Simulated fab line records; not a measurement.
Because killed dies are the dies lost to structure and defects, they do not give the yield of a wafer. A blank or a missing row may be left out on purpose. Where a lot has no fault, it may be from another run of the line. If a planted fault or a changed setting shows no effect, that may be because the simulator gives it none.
fab line records	flow n5Finfet	part 1 of 2: steps 1 to 24 of 30
record: lots: 5	wafers: 15	lastDay: 18
route steps=1938 shown GATE_CUT@504 MOL_CONTACT_COAG@517
lots that met no fault: taken from a fault-free run of the same line
startH: the number of hours between the record's first day and the start of the first shown wafer of the lot	waitH: hours from the lot's prior step to this one	" repeats the value in the row above	L1.1+2: a row that stands for several wafers	- no value, or no start was given	* or withheld: withheld	< > ~ a bound
route shown NAME@n: names a module that has steps shown in the file, with the first one's number in the route	usual: the fault-free wafers' mean and standard deviation	same: alike in all rows	chamber/n: place in a boat	sites: each site's reading	_std_site: how widely they spread, as a standard deviation	_edge_site: inner sites' mean taken away from outer sites' mean	radiusMm: how far each site lies from the wafer's centre	mask NAME#n: copy n	behind: the most recent tool/chamber to have shaped the wafer	hold: why the lot went on hold/how many hours it stayed there/how the hold came to an end	device: the n, p or np transistor that did not switch	end of line: tests of these same wafers at the route's end	where a step has no rows: the recipe by itself	killed: dies that structure and defects cost at the first sort, which is not the same as the wafer's yield	map: a wafer's dies, marking killed ones x, the rest . and places with no die _
set.NAME: the setting as run; set.NAME@STEP: as run at that earlier step	model.NAME: the simulator's own value behind a step, which no gauge read
lots seen at some steps along the route; tables by step, rows by wafer
services: from which hour (startH, from the record's first day; less than 0 if before it) a tool's chamber was out of use, for how many hours, and why
== steps ==
step: N5_GATE_CUT_VAPOR_ETCH_48
recipe: chemistry: BCl3/Cl2	target: TiN	mode: isotropic
usual: drypumpMotorCurrentA: 5.5/0.4	oesProductAu: 0.83/0.11
lot.wafer	tool	chamber	startH	waitH	drypumpMotorCurrentA	oesProductAu
L080.1	rieMetal-03	1	122.45	0.0	5.6	0.74
L080.4	"	1	"	"	5.6	0.75
L080.6	"	1	"	"	5.6	0.75
L086.1	rieMetal-01	1	155.38	0.0	5.7	0.92
L086.3	"	0	"	"	5.0	0.95
L086.6	"	1	"	"	5.7	0.93
L089.1	rieMetal-03	1	172.96	0.0	5.6	0.74
L089.2	"	0	"	"	5.3	0.70
L089.6	"	0	"	"	5.3	0.70
L093.3	rieMetal-02	1	197.80	0.0	6.5	0.97
L093.4	"	0	"	"	5.5	0.83
L093.5	"	1	"	"	6.5	0.97
L097.3	rieMetal-03	0	225.27	0.0	5.3	0.68
L097.5	"	1	"	"	5.6	0.72
L097.6	"	0	"	"	5.3	0.69
step: N5_GATE_CUT_VAPOR_ETCH_49
recipe: chemistry: BCl3/Cl2	target: TiAlC	mode: isotropic
usual: drypumpMotorCurrentA: 5.6/0.4	oesProductAu: 0.83/0.11
lot.wafer	tool	chamber	startH	waitH	drypumpMotorCurrentA	oesProductAu
L080.1	rieMetal-03	1	122.48	0.0	5.6	0.75
L080.4	"	1	"	"	5.6	0.75
L080.6	"	1	"	"	5.6	0.75
L086.1	rieMetal-01	1	155.41	0.0	5.7	0.91
L086.3	"	0	"	"	5.0	0.94
L086.6	"	1	"	"	5.7	0.93
L089.1	rieMetal-03	1	172.99	0.0	5.6	0.74
L089.2	"	0	"	"	5.3	0.70
L089.6	"	0	"	"	5.3	0.69
L093.3	rieMetal-02	1	197.83	0.0	6.5	0.97
L093.4	"	0	"	"	5.6	0.82
L093.5	"	1	"	"	6.5	0.97
L097.3	rieMetal-03	0	225.30	0.0	5.3	0.69
L097.5	"	1	"	"	5.6	0.71
L097.6	"	0	"	"	5.3	0.68
step: N5_GATE_CUT_VAPOR_ETCH_51
recipe: chemistry: BCl3/Cl2	target: HfO2	mode: isotropic
usual: drypumpMotorCurrentA: 5.6/0.41	oesProductAu: 0.83/0.11
lot.wafer	tool	chamber	startH	waitH	drypumpMotorCurrentA	oesProductAu
L080.1	rieMetal-03	1	122.51	0.0	5.6	0.76
L080.4	"	1	"	"	5.6	0.75
L080.6	"	1	"	"	5.6	0.75
L086.1	rieMetal-01	1	155.44	0.0	5.6	0.92
L086.3	"	0	"	"	5.0	0.94
L086.6	"	1	"	"	5.6	0.92
L089.1	rieMetal-03	1	173.02	0.0	5.6	0.74
L089.2	"	0	"	"	5.3	0.70
L089.6	"	0	"	"	5.3	0.69
L093.3	rieMetal-02	1	197.86	0.0	6.5	0.97
L093.4	"	0	"	"	5.5	0.82
L093.5	"	1	"	"	6.6	0.96
L097.3	rieMetal-03	0	225.33	0.0	5.3	0.68
L097.5	"	1	"	"	5.6	0.72
L097.6	"	0	"	"	5.3	0.69
step: N5_GATE_CUT_STRIP_21
recipe: chemistry: N2/H2	timeS: 30	powerW: 1000	tempC: 250	pressureMtorr: withheld	n2FlowSccm: 1750	h2FlowSccm: 3250
usual: drypumpMotorCurrentA: 5.8/0.48	heaterPowerW: 328/37
lot.wafer	tool	chamber	startH	waitH	drypumpMotorCurrentA	heaterPowerW	rfHoursCounterH
L080.1	plasmaAsher-02	1	122.62	0.1	6.1	394	91
L080.4	"	1	"	"	6.1	393	-
L080.6	"	1	"	"	6.0	385	-
L086.1	plasmaAsher-02	1	155.49	0.0	6.1	395	97
L086.3	"	1	"	"	6.1	383	-
L086.6	"	0	"	"	4.9	292	-
L089.1	plasmaAsher-02	0	173.07	0.0	4.9	286	101
L089.2	"	1	"	"	6.1	393	101
L089.6	"	1	"	"	6.0	399	-
L093.3	plasmaAsher-02	0	197.92	0.1	4.9	289	-
L093.4	"	1	"	"	6.1	391	-
L093.5	"	0	"	"	4.9	296	-
L097.3	plasmaAsher-01	1	225.39	0.1	5.9	329	-
L097.5	"	1	"	"	5.9	331	-
L097.6	"	0	"	"	6.2	299	-
step: N5_GATE_CUT_STRIP_29
recipe: chemistry: postEtchResidueRemover	timeS: 60	tempC: 25	removerPh: withheld	removerWaterWtPct: withheld	removerFluorideWtPct: withheld
lot.wafer	tool	chamber	startH	waitH
L080.1+4+6	wetBench-02	7,5,6	122.71	0.1
L086.1+3+6	wetBench-01	7,6,2	155.58	0.1
L089.1+2+6	wetBench-01	7,0,3	173.16	0.1
L093.3+4+5	wetBench-01	5,1,7	197.99	0.0
L097.3+5+6	wetBench-01	1,5,4	225.46	0.0
step: N5_GATE_CUT_SRD_52
recipe: dry: ipaMarangoni	timeS: 30	tempC: 23	rinseLiquid: diw
lot.wafer	tool	chamber	startH	waitH
L080.1+4+6	wetBench-02	7,5,6	122.73	0.0
L086.1+3+6	wetBench-01	7,6,2	155.59	0.0
L089.1+2+6	wetBench-01	7,0,3	173.18	0.0
L093.3+4+5	wetBench-01	5,1,7	198.01	0.0
L097.3+5+6	wetBench-01	1,5,4	225.48	0.0
step: N5_GATE_CUT_ALD_22
recipe: material: SiNx	targetThkA: 160	tempC: 400	aldPrecursorFamily: SiH2I2	aldCoReactant: N2/H2-plasma	pulseTimeS: 1	aldCycles: 320	purgeTimeS: 2	coReactantPurgeTimeS: 2	pressureTorr: 2
usual: heaterPowerW: 860/66	precursorPulseHeightRel: 0.999/0.019
same: aldCycles: 320
lot.wafer	tool	chamber	startH	waitH	heaterPowerW	precursorPulseHeightRel
L080.1	aldSin-03	2	122.78	0.0	944	0.973
L080.4	"	3	"	"	856	0.964
L080.6	"	0	"	"	715	1.007
L086.1	aldSin-01	2	155.64	0.0	887	1.007
L086.3	"	3	"	"	944	0.976
L086.6	"	3	"	"	932	0.968
L089.1	aldSin-03	1	173.23	0.0	809	0.962
L089.2	"	2	"	"	961	1.009
L089.6	"	2	"	"	950	1.020
L093.3	aldSin-01	0	198.05	0.0	921	1.006
L093.4	"	1	"	"	897	1.023
L093.5	"	2	"	"	873	1.019
L097.3	aldSin-01	1	225.52	0.0	889	1.022
L097.5	"	3	"	"	945	0.986
L097.6	"	0	"	"	902	1.005
step: N5_GATE_CUT_CMP_23
recipe: stopOn: SiO2	tOverpolishS: 23.4	postCmpClean: alkalineBrush	downForcePsi: 2.5	platenRpm: 51.8	padVelocityMS: 1.0307	targetThkNm: 16
usual: motorCurrentA: 9.1/0.91	overpolishRunS: 23.400/0.0087	padLifeWafers: 858/640	retainingRingPressureFrac: 1.000/0.0048	timeToEndpointS: 21/3.1
lot.wafer	tool	chamber	startH	waitH	motorCurrentA	overpolishRunS	padLifeWafers	retainingRingPressureFrac	timeToEndpointS
L080.4	cmp-04	2	124.30	0.8	8.4	23.383	2053	1.001	16
L080.1	"	3	"	"	8.0	23.401	2054	1.001	19
L080.6	"	2	"	"	8.3	23.393	-	1.002	19
L086.1	cmp-04	3	157.23	0.9	8.3	23.393	235	0.998	16
L086.3	"	1	"	"	10.1	23.409	237	0.996	14
L086.6	"	2	"	"	8.3	23.402	-	0.993	14
L089.1	cmp-01	2	174.79	0.8	10.5	23.400	782	0.995	23
L089.2	"	3	"	"	9.4	23.390	783	0.997	21
L089.6	"	0	"	"	9.4	23.412	-	0.995	19
L093.3	cmp-04	0	199.60	0.8	8.1	23.390	589	0.999	24
L093.4	"	2	"	"	8.4	23.411	591	0.989	17
L093.5	"	0	"	"	7.9	23.403	-	0.997	26
L097.3	cmp-03	3	227.02	0.8	8.7	23.397	66	1.002	20
L097.5	"	3	"	"	9.0	23.400	-	0.992	19
L097.6	"	0	"	"	8.8	23.408	-	1.008	22
step: N5_GATE_CUT_THK_MEAS_24
recipe: reads: SiO2_of_GATE_CUT_HM_DEP_46+SiO2_flowable_of_ILD0_FCVD_FILL_01
usual: GC_FILL_THK: 219.7/2.4
lot.wafer	tool	chamber	startH	waitH	GC_FILL_THK[nm]
L080.1	filmMetro-02	-	124.56	-	219.7
L080.4	"	-	"	"	221.5
L080.6	"	-	"	"	220.4
L086.1	filmMetro-01	-	157.49	-	220.8
L086.3	"	-	"	"	219.6
L086.6	"	-	"	"	220.9
L089.1	filmMetro-02	-	175.01	-	219.6
L089.2	"	-	"	"	218.8
L089.6	"	-	"	"	221.7
L093.3	filmMetro-02	-	199.86	-	215.9
L093.4	"	-	"	"	219.1
L093.5	"	-	"	"	221.7
L097.3	filmMetro-02	-	227.31	-	217.9
L097.5	"	-	"	"	221.3
L097.6	"	-	"	"	224.0
step: N5_GATE_CUT_CMP_43
recipe: material: SiO2	postCmpClean: rinseOnly
usual: motorCurrentA: 11.9/1.1	padLifeWafers: 964/660	retainingRingPressureFrac: 0.999/0.0049
lot.wafer	tool	chamber	startH	waitH	motorCurrentA	padLifeWafers	retainingRingPressureFrac
L080.1	cmp-03	2	124.67	0.1	10.7	1357	1.002
L080.4	"	0	"	"	12.7	1359	0.991
L080.6	"	1	"	"	11.4	-	1.000
L086.1	cmp-03	2	157.60	0.1	10.5	1663	0.995
L086.3	"	3	"	"	11.0	1664	0.999
L086.6	"	1	"	"	11.2	-	1.001
L089.1	cmp-03	3	175.12	0.1	11.5	1843	0.996
L089.2	"	0	"	"	12.7	1844	1.002
L089.6	"	2	"	"	10.4	-	1.005
L093.3	cmp-04	2	200.05	0.2	11.3	596	1.007
L093.4	"	3	"	"	11.5	597	0.998
L093.5	"	1	"	"	12.9	-	1.005
L097.3	cmp-03	3	227.58	0.3	11.5	75	1.004
L097.6	"	0	"	"	12.9	-	0.998
L097.5	"	1	"	"	12.1	-	1.002
step: N5_GATE_CUT_CMP_61
recipe: stopOn: SiNx	tOverpolishS: 3	postCmpClean: alkalineBrush	downForcePsi: 4	platenRpm: 27.09	padVelocityMS: 0.539
usual: motorCurrentA: 11.9/1.1	padLifeWafers: 970/660	retainingRingPressureFrac: 1.000/0.0049
lot.wafer	tool	chamber	startH	waitH	motorCurrentA	padLifeWafers	retainingRingPressureFrac
L080.1	cmp-03	2	125.10	0.3	10.8	1363	1.006
L080.4	"	0	"	"	12.7	1365	1.002
L080.6	"	1	"	"	11.8	-	0.995
L086.1	cmp-03	2	158.03	0.3	10.4	1669	0.998
L086.3	"	3	"	"	11.9	1670	1.005
L086.6	"	1	"	"	11.2	-	1.000
L089.1	cmp-03	3	175.55	0.3	11.2	1849	1.006
L089.2	"	0	"	"	12.5	1850	0.988
L089.6	"	2	"	"	10.4	-	1.005
L093.3	cmp-04	2	200.43	0.3	11.4	602	0.995
L093.4	"	3	"	"	11.0	603	1.000
L093.5	"	1	"	"	12.7	-	0.998
L097.3	cmp-03	3	227.91	0.2	11.4	81	0.998
L097.6	"	0	"	"	12.5	-	0.995
L097.5	"	1	"	"	11.3	-	0.994
step: N5_GATE_CUT_INSPECT_26
recipe: inspectInstrument: darkfield	mode: postCmp
usual: rawDefectCount: 35/16
lot.wafer	tool	chamber	startH	waitH	rawDefectCount
L080.1	defectInspect-02	-	125.30	0.0	16
L080.4	"	-	"	"	28
L080.6	"	-	"	"	19
L086.1	defectInspect-02	-	158.23	0.0	38
L086.3	"	-	"	"	58
L086.6	"	-	"	"	29
L089.1	defectInspect-02	-	175.75	0.0	31
L089.2	"	-	"	"	20
L089.6	"	-	"	"	55
L093.3	defectInspect-01	-	200.60	0.0	16
L093.4	"	-	"	"	9
L093.5	"	-	"	"	28
L097.3	defectInspect-02	-	228.05	0.0	48
L097.5	"	-	"	"	28
L097.6	"	-	"	"	38
step: N5_MOL_CONTACT_COAG_COAT_103
recipe: resist: SOC	tempC: 250	timeS: 60	spinRpm: 1500	resistThkNm: 80
usual: chillPlateTempC: 22.99/0.092
lot.wafer	tool	chamber	startH	waitH	chillPlateTempC
L080.1	lithoTrack-03	0	125.33	0.0	23.10
L080.4	"	0	"	"	23.05
L080.6	"	0	"	"	23.05
L086.1	lithoTrack-03	0	158.26	0.0	22.95
L086.3	"	0	"	"	22.94
L086.6	"	0	"	"	22.99
L089.1	lithoTrack-05	0	175.78	0.0	22.98
L089.2	"	0	"	"	23.09
L089.6	"	0	"	"	23.03
L093.3	lithoTrack-02	0	200.63	0.0	22.95
L093.4	"	0	"	"	23.09
L093.5	"	0	"	"	22.93
L097.3	lithoTrack-03	0	228.08	0.0	22.83
L097.5	"	0	"	"	23.00
L097.6	"	0	"	"	23.14
step: N5_MOL_CONTACT_COAG_COAT_104
recipe: resist: SiARC	tempC: 220	timeS: 60	spinRpm: 1500	resistThkNm: 12
usual: chillPlateTempC: 23.03/0.11
lot.wafer	tool	chamber	startH	waitH	chillPlateTempC
L080.1	lithoTrack-03	0	-	-	23.05
L080.4	"	0	"	"	22.89
L080.6	"	0	"	"	22.95
L086.1	lithoTrack-03	0	-	-	23.14
L086.3	"	0	"	"	22.98
L086.6	"	0	"	"	22.98
L089.1	lithoTrack-05	0	-	-	23.02
L089.2	"	0	"	"	23.15
L089.6	"	0	"	"	23.04
L093.3	lithoTrack-02	0	-	-	22.92
L093.4	"	0	"	"	22.95
L093.5	"	0	"	"	22.97
L097.3	lithoTrack-03	0	-	-	23.02
L097.5	"	0	"	"	23.05
L097.6	"	0	"	"	23.09
step: N5_MOL_CONTACT_COAG_COAT_58
recipe: resist: underlayer	tempC: 205	timeS: 60	spinRpm: 1500	resistThkNm: 10
usual: chillPlateTempC: 22.98/0.1
lot.wafer	tool	chamber	startH	waitH	chillPlateTempC
L080.1	lithoTrack-03	0	-	-	22.87
L080.4	"	0	"	"	22.93
L080.6	"	0	"	"	22.85
L086.1	lithoTrack-03	0	-	-	23.02
L086.3	"	0	"	"	22.98
L086.6	"	0	"	"	22.91
L089.1	lithoTrack-05	0	-	-	22.83
L089.2	"	0	"	"	22.93
L089.6	"	0	"	"	22.88
L093.3	lithoTrack-02	0	-	-	22.95
L093.4	"	0	"	"	23.10
L093.5	"	0	"	"	22.91
L097.3	lithoTrack-03	0	-	-	22.99
L097.5	"	0	"	"	23.07
L097.6	"	0	"	"	23.15
step: N5_MOL_CONTACT_COAG_COAT_02
recipe: resist: CAR-EUV	spinRpm: 1500	resistThkNm: 30
usual: chillPlateTempC: 23.02/0.11
lot.wafer	tool	chamber	startH	waitH	chillPlateTempC
L080.1	lithoTrack-03	0	-	-	23.18
L080.4	"	0	"	"	23.05
L080.6	"	0	"	"	23.15
L086.1	lithoTrack-03	0	-	-	23.03
L086.3	"	0	"	"	23.04
L086.6	"	0	"	"	23.04
L089.1	lithoTrack-05	0	-	-	23.04
L089.2	"	0	"	"	22.80
L089.6	"	0	"	"	22.95
L093.3	lithoTrack-02	0	-	-	22.91
L093.4	"	0	"	"	22.95
L093.5	"	0	"	"	22.92
L097.3	lithoTrack-03	0	-	-	22.96
L097.5	"	0	"	"	23.08
L097.6	"	0	"	"	23.02
step: N5_MOL_CONTACT_COAG_EBR_04
recipe: solvent: PGMEA	ebrWidthMm: 1.5
usual: chillPlateTempC: 22.97/0.12
lot.wafer	tool	chamber	startH	waitH	chillPlateTempC
L080.1	lithoTrack-03	0	-	-	22.88
L080.4	"	0	"	"	22.90
L080.6	"	0	"	"	22.81
L086.1	lithoTrack-03	0	-	-	23.06
L086.3	"	0	"	"	23.00
L086.6	"	0	"	"	22.93
L089.1	lithoTrack-05	0	-	-	22.92
L089.2	"	0	"	"	22.74
L089.6	"	0	"	"	22.64
L093.3	lithoTrack-02	0	-	-	22.90
L093.4	"	0	"	"	22.95
L093.5	"	0	"	"	23.06
L097.3	lithoTrack-03	0	-	-	22.97
L097.5	"	0	"	"	22.94
L097.6	"	0	"	"	23.14
step: N5_MOL_CONTACT_COAG_SOFTBAKE_03
recipe: tempC: 110	timeS: 60	resist: CAR-EUV
usual: chillPlateTempC: 22.97/0.13
lot.wafer	tool	chamber	startH	waitH	chillPlateTempC
L080.1	lithoTrack-03	0	-	-	22.94
L080.4	"	0	"	"	22.80
L080.6	"	0	"	"	22.84
L086.1	lithoTrack-03	0	-	-	22.94
L086.3	"	0	"	"	22.96
L086.6	"	0	"	"	23.05
L089.1	lithoTrack-05	0	-	-	22.95
L089.2	"	0	"	"	22.96
L089.6	"	0	"	"	23.01
L093.3	lithoTrack-02	0	-	-	22.82
L093.4	"	0	"	"	22.83
L093.5	"	0	"	"	22.74
L097.3	lithoTrack-03	0	-	-	22.76
L097.5	"	0	"	"	22.84
L097.6	"	0	"	"	23.02
step: N5_MOL_CONTACT_COAG_EXPOSE_05
recipe: maskId: CA	na: 0.33	sourceShape: annular	sigmaInner: 0.4	sigmaOuter: 0.8	polarization: unpolarized	defocusNm: 0	doseMj: 38.25
lot.wafer	tool	chamber	startH	waitH	mask
L080.1+4+6	euvScanner-01	0	125.53	-	CA#0
L086.1+3+6	euvScanner-01	0	158.53	-	CA#0
L089.1+2+6	euvScanner-01	0	175.92	-	CA#0
L093.3+4+5	euvScanner-02	0	200.78	-	CA#0
L097.3+5+6	euvScanner-02	0	228.30	-	CA#0
step: N5_MOL_CONTACT_COAG_PEB_06
recipe: pebTempC: 100	pebTimeS: 60	resist: CAR-EUV
usual: chillPlateTempC: 23.01/0.1
lot.wafer	tool	chamber	startH	waitH	chillPlateTempC
L080.1	lithoTrack-02	0	125.60	0.1	22.76
L080.4	"	0	"	"	22.81
L080.6	"	0	"	"	22.83
L086.1	lithoTrack-03	0	158.59	0.1	23.11
L086.3	"	0	"	"	22.99
L086.6	"	0	"	"	23.18
L089.1	lithoTrack-05	0	175.98	0.1	23.07
L089.2	"	0	"	"	22.95
L089.6	"	0	"	"	23.07
L093.3	lithoTrack-03	0	200.84	0.0	23.18
L093.4	"	0	"	"	23.07
L093.5	"	0	"	"	23.13
L097.3	lithoTrack-05	0	228.35	0.0	22.91
L097.5	"	0	"	"	23.14
L097.6	"	0	"	"	22.95
step: N5_MOL_CONTACT_COAG_DEVELOP_07
recipe: developTimeS: 30	developer: TMAH	resist: CAR-EUV	rinseLiquid: surfactantRinse	dry: airSpin	devTempC: 23
usual: chillPlateTempC: 23.01/0.099
lot.wafer	tool	chamber	startH	waitH	chillPlateTempC
L080.1	lithoTrack-02	0	-	-	23.27
L080.4	"	0	"	"	23.19
L080.6	"	0	"	"	23.09
L086.1	lithoTrack-03	0	-	-	22.78
L086.3	"	0	"	"	22.92
L086.6	"	0	"	"	22.96
L089.1	lithoTrack-05	0	-	-	22.89
L089.2	"	0	"	"	22.99
L089.6	"	0	"	"	23.02
L093.3	lithoTrack-03	0	-	-	22.97
L093.4	"	0	"	"	22.96
L093.5	"	0	"	"	22.82
L097.3	lithoTrack-05	0	-	-	23.00
L097.5	"	0	"	"	22.98
L097.6	"	0	"	"	23.06
step: N5_MOL_CONTACT_COAG_CD_MEAS_08
recipe: targetCdNm: 28	landingEnergyEv: 500	detector: seInlens	polarity: opening
usual: cdNm: 28.06/0.27
lot.wafer	tool	chamber	startH	waitH	cdNm
L080.1	cdSem-02	0	125.66	-	27.94
L080.4	"	0	"	"	27.90
L080.6	"	0	"	"	28.11
L086.1	cdSem-03	0	158.66	-	27.98
L086.3	"	0	"	"	27.87
L086.6	"	0	"	"	27.97
L089.1	cdSem-03	0	176.05	-	27.88
L089.2	"	0	"	"	28.56
L089.6	"	0	"	"	28.37
L093.3	cdSem-02	0	200.90	-	28.17
L093.4	"	0	"	"	28.29
L093.5	"	0	"	"	28.26
L097.3	cdSem-03	0	228.42	-	28.38
L097.5	"	0	"	"	28.16
L097.6	"	0	"	"	28.45
step: N5_MOL_CONTACT_COAG_OVL_MEAS_09
recipe: pointsPerWafer: 522
usual: CA_OVL: -0.2/0.66
lot.wafer	tool	chamber	startH	waitH	CA_OVL[nm]
L080.1	overlay-02	0	125.69	0.0	0.1
L080.4	"	0	"	"	-0.3
L080.6	"	0	"	"	-0.4
L086.1	overlay-02	0	158.69	0.0	-1.3
L086.3	"	0	"	"	-1.2
L086.6	"	0	"	"	-1.1
L089.1	overlay-02	0	176.08	0.0	-0.2
L089.2	"	0	"	"	-0.1
L089.6	"	0	"	"	-0.6
L093.3	overlay-02	0	200.94	0.0	-0.3
L093.4	"	0	"	"	-0.6
L093.5	"	0	"	"	0.6
L097.3	overlay-01	0	228.45	0.0	-0.7
L097.5	"	0	"	"	-0.6
L097.6	"	0	"	"	1.1
step: N5_MOL_CONTACT_COAG_INSPECT_10
recipe: mode: adi	inspectInstrument: brightfield
usual: rawDefectCount: 64/27
lot.wafer	tool	chamber	startH	waitH	rawDefectCount
L080.1	defectInspect-02	-	125.75	0.1	32
L080.4	"	-	"	"	50
L080.6	"	-	"	"	30
L086.1	defectInspect-02	-	158.74	0.1	59
L086.3	"	-	"	"	93
L086.6	"	-	"	"	71
L089.1	defectInspect-01	-	176.14	0.1	47
L089.2	"	-	"	"	42
L089.6	"	-	"	"	99
L093.3	defectInspect-02	-	200.99	0.0	32
L093.4	"	-	"	"	22
L093.5	"	-	"	"	55
L097.3	defectInspect-02	-	228.50	0.0	98
L097.5	"	-	"	"	55
L097.6	"	-	"	"	49
